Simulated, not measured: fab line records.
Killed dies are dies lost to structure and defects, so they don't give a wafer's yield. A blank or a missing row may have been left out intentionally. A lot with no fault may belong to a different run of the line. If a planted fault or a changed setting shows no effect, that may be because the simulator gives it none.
Problem report in the 8D (eight disciplines) form, filled by code	flow n5_finfet	the parts of the form that need people (team, actions taken, sign-off) are left out

1. PROBLEM STATEMENT
Mean of spin_speed_rpm at N5_BEOL_M8_COAT_22: 1294.2 rpm across 9 wafers in 3 lots; on wafers with no fault it is 1500.0 rpm (standard deviation 0.96). That is -99 or more standard deviations from the usual mean.
The step: resist thk 30 nm.
First seen on wafer L430.2, day 13 03:54, on litho_track-05. At this step, 32 wafers from 11 lots have a number in the record. Rule for "out", or "out of limits": more than 4 standard deviations from the usual mean. The other wafers with a number count as sound.

2. WHAT IT IS, AND WHAT IT ISN'T
question	is	is not
which readings at this step	spin_speed_rpm	-
which lots	L430, L432, L433	L417, L418, L422, L424, L426, L427, L428, L439
which wafers of those lots	all that have a number	-
read on which tools	litho_track-05	litho_track-02, litho_track-04
when	from day 13 03:54	up to then (20 sound wafers); but 3 sound wafers of L439 came after

3. WHAT RULES OUT EACH SUSPECT
Counting: any tool at a process step up to the reading is kept as a suspect provided that every lot that is out went through it and no sound lot did after the first of them.
- litho_track-05 at N5_BEOL_M8_COAT_22 (resist thk 30 nm): kept. Every lot that is out went through it, starting with L430 (day 13 03:54), and after that it ran no sound lot; the last sound lot it ran before then is L428 (day 12 13:15). Its own spin_speed_rpm readings are out on those wafers.
The count leaves litho_track-05 at N5_BEOL_M8_COAT_22.

4. THE CAUSE (what the simulator had put in)
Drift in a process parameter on litho_track-05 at N5_BEOL_M8_COAT_22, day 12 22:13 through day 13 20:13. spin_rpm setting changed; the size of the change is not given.
After counting, this tool was the only one left.

5. THE CHAIN OF EFFECTS, in route order
Each row: a reading whose mean over the struck wafers that have a number lies more than 3 standard deviations from the usual. Only readings whose record carries a usual standard deviation are examined. hours: median over the lots of the time between each lot's start at the first step of this table that gives one and its start at this step. sigmas: the change, counted in usual standard deviations.
hours	step	reading	usual	on struck wafers	change	sigmas
0	N5_BEOL_M8_COAT_22	spin_speed_rpm	1500.0 rpm	1294.2	-205.8	-99 or more
It contains these process steps:
- N5_BEOL_M8_COAT_22: resist thk 30 nm.

6. HOW IT WOULD HAVE BEEN CAUGHT EARLIER
6 hours passed between the start of the fault at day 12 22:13 and the first reading out of limits in this record, taken at day 13 03:54.
